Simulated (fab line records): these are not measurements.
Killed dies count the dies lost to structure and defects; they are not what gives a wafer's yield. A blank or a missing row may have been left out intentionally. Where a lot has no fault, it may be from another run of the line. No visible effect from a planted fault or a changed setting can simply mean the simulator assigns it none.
The same fault as seen by 2 desks || flow n5Finfet || only its own numbers are on each desk; what lay behind them is given at the end

AT THE TOOL OWNER'S DESK: rieDiel-04
The tool's own readings at N5_FIN_SAQP_SPACER2_ETCHBACK_29 (etches SiO2 in CHF3/O2, target depth 12.2 nm, time 6.1 s): means of the sampled wafers that have a number, for each lot that ran on this tool. Any lot whose mean is over 4 standard deviations away from the usual mean is out of limits and marked OUT; that distance is given in the brackets.
Columns: A = drypumpMotorCurrentA at N5_FIN_SAQP_SPACER2_ETCHBACK_29, usual 6.0 A; B = oesProductAu at N5_FIN_SAQP_SPACER2_ETCHBACK_29, usual 0.77 a.u.; C = rfFwdPowerW at N5_FIN_SAQP_SPACER2_ETCHBACK_29, usual 645.2 W; D = rfVppV at N5_FIN_SAQP_SPACER2_ETCHBACK_29, usual 524 V; E = showerheadPlenumPTorr at N5_FIN_SAQP_SPACER2_ETCHBACK_29, usual 2.37 Torr; F = throttleValvePct at N5_FIN_SAQP_SPACER2_ETCHBACK_29, usual 18.87 %
{"lot": "L939", "first seen here": "day 2 21:48", "A": 5.8, "B": 0.78, "C": 647.2, "D": 530, "E": 2.40, "F": 18.83}
{"lot": "L940", "first seen here": "day 3 04:50", "A": 6.2, "B": 0.79, "C": 643.3, "D": 528, "E": 2.38, "F": 18.73}
{"lot": "L941", "first seen here": "day 3 07:57", "A": 6.0, "B": 0.89, "C": 644.4, "D": 514, "E": 2.32, "F": 18.66}
{"lot": "L943", "first seen here": "day 3 19:54", "A": 6.0, "B": 0.79, "C": 646.8, "D": 514, "E": 2.32, "F": 18.66}
{"lot": "L955", "first seen here": "day 6 18:56", "A": 5.8, "B": 0.83, "C": 646.4, "D": 529, "E": 2.39, "F": 18.77}
{"lot": "L957", "first seen here": "day 7 08:52", "A": 5.8, "B": 0.83, "C": 646.4, "D": 530, "E": 2.39, "F": 18.78}
Result from this desk: across the 6 lots, nothing is out of limits.

THE METROLOGY DESK
Means of the sampled wafers that have a number, per lot and without regard to the tool the lot ran on: this is what the gauges read. Any lot whose mean is over 4 standard deviations away from the usual mean is out of limits and marked OUT; that distance is given in the brackets. Shown here are 7 of its 10 readings, the ones lying furthest out on some lot.
Columns: A = DIBL_N at N5_BEOL_M4_RC_MEAS_101, usual 37.2 mV/V; B = DIBL_P at N5_BEOL_M4_RC_MEAS_101, usual 37.3 mV/V; C = IOFF_N at N5_BEOL_M4_RC_MEAS_101, usual 0.18 nA/um; D = IOFF_P at N5_BEOL_M4_RC_MEAS_101, usual 0.22 nA/um; E = ION_N at N5_BEOL_M4_RC_MEAS_101, usual 678 uA/um; F = ION_P at N5_BEOL_M4_RC_MEAS_101, usual 462 uA/um; G = SS_P at N5_BEOL_M4_RC_MEAS_101, usual 73.5 mV/dec
{"lot": "L937", "first seen here": "day 8 11:19", "A": 36.0, "B": 36.0, "C": 0.16, "D": 0.17, "E": 669, "F": 452, "G": 73.0}
{"lot": "L940", "first seen here": "day 9 01:04", "A": 39.5, "B": 40.8, "C": 0.25, "D": 0.27, "E": 692, "F": 463, "G": 74.2}
{"lot": "L939", "first seen here": "day 9 01:17", "A": 37.8, "B": 37.2, "C": 0.19, "D": 0.25, "E": 677, "F": 464, "G": 73.2}
{"lot": "L941", "first seen here": "day 9 17:16", "A": 36.5, "B": 38.4, "C": 0.18, "D": 0.23, "E": 682, "F": 466, "G": 73.2}
{"lot": "L943", "first seen here": "day 10 01:46", "A": 37.9, "B": 38.2, "C": 0.17, "D": 0.21, "E": 672, "F": 460, "G": 73.1}
{"lot": "L952", "first seen here": "day 12 03:13", "A": 35.4, "B": 37.4, "C": 0.17, "D": 0.19, "E": 682, "F": 458, "G": 73.5}
{"lot": "L954", "first seen here": "day 12 17:10", "A": 39.0, "B": 38.6, "C": 0.21, "D": 0.26, "E": 688, "F": 470, "G": 74.5}
{"lot": "L955", "first seen here": "day 13 03:50", "A": 37.5, "B": 35.8, "C": 0.16, "D": 0.22, "E": 675, "F": 461, "G": 73.6}
{"lot": "L957", "first seen here": "day 13 12:39", "A": 36.9, "B": 38.4, "C": 0.20, "D": 0.23, "E": 686, "F": 462, "G": 73.5}
{"lot": "L958", "first seen here": "day 13 13:22", "A": 36.7, "B": 38.8, "C": 0.16, "D": 0.20, "E": 665, "F": 453, "G": 73.9}
Result from this desk: across the 10 lots, nothing is out of limits.

PUT TOGETHER
The tool owner's desk saw nothing out of limits.
The metrology desk saw nothing out of limits.

WHAT HAD BEEN PUT IN BY THE SIMULATOR
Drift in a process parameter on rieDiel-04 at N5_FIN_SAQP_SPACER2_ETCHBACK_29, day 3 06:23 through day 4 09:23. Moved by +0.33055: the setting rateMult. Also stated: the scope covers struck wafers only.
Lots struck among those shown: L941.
